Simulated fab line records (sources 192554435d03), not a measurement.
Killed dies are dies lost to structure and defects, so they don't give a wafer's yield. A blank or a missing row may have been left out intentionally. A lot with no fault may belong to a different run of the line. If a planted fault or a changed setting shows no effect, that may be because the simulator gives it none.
Matching of chambers + flow n5-finfet + rie-diel-05 running N5_BEOL_M3_ETCH_77: 4 sister chambers
The step etches underlayer in N2/H2, target depth 6.5 nm, time 5.2 s. 4 wafers are shown with their chamber, then 9 later ones without.

== WAFERS, EACH WITH ITS CHAMBER ==
| wafer  | chamber | showerhead-plenum-p-Torr (Torr) |
|--------|---------|---------------------------------|
| L085.1 | 3       | 2.45                            |
| L087.4 | 1       | 2.44                            |
| L088.3 | 0       | 2.62                            |
| L088.5 | 2       | 2.48                            |

== WAFERS WITHOUT THEIR CHAMBER ==
| wafer  | showerhead-plenum-p-Torr (Torr) |
|--------|---------------------------------|
| L091.1 | 2.62                            |
| L091.3 | 2.44                            |
| L091.4 | 2.48                            |
| L092.2 | 2.45                            |
| L092.4 | 2.44                            |
| L092.6 | 2.44                            |
| L093.2 | 2.45                            |
| L093.5 | 2.43                            |
| L093.6 | 2.48                            |

== WHICH CHAMBER EACH WENT THROUGH ==
| wafer  | from the rows above | in truth |
|--------|---------------------|----------|
| L091.1 | 0                   | 0        |
| L091.3 | 1                   | 1        |
| L091.4 | 2                   | 2        |
| L092.2 | 3                   | 3        |
| L092.4 | 1                   | 1        |
| L092.6 | 1                   | 1        |
| L093.2 | 3                   | 3        |
| L093.5 | 1                   | 1        |
| L093.6 | 2                   | 2        |
Correctly placed: 9 of 9. Left unplaced by these rows: 0. Number placed wrongly: 0.
How it was worked out, from the rows above alone: a wafer's distance from a chamber is the root of the sum, over the readings, of the square of ((its reading less the chamber's mean) divided by the reading's scatter). The wafer belongs to the nearest chamber; if the next one is less than 2 further off, it can't be placed. A chamber's mean is the mean of its shown wafers. The scatter (one wafer shown for each chamber): square how far every hidden wafer sits from the nearest shown wafer, average those squares and take the square root.
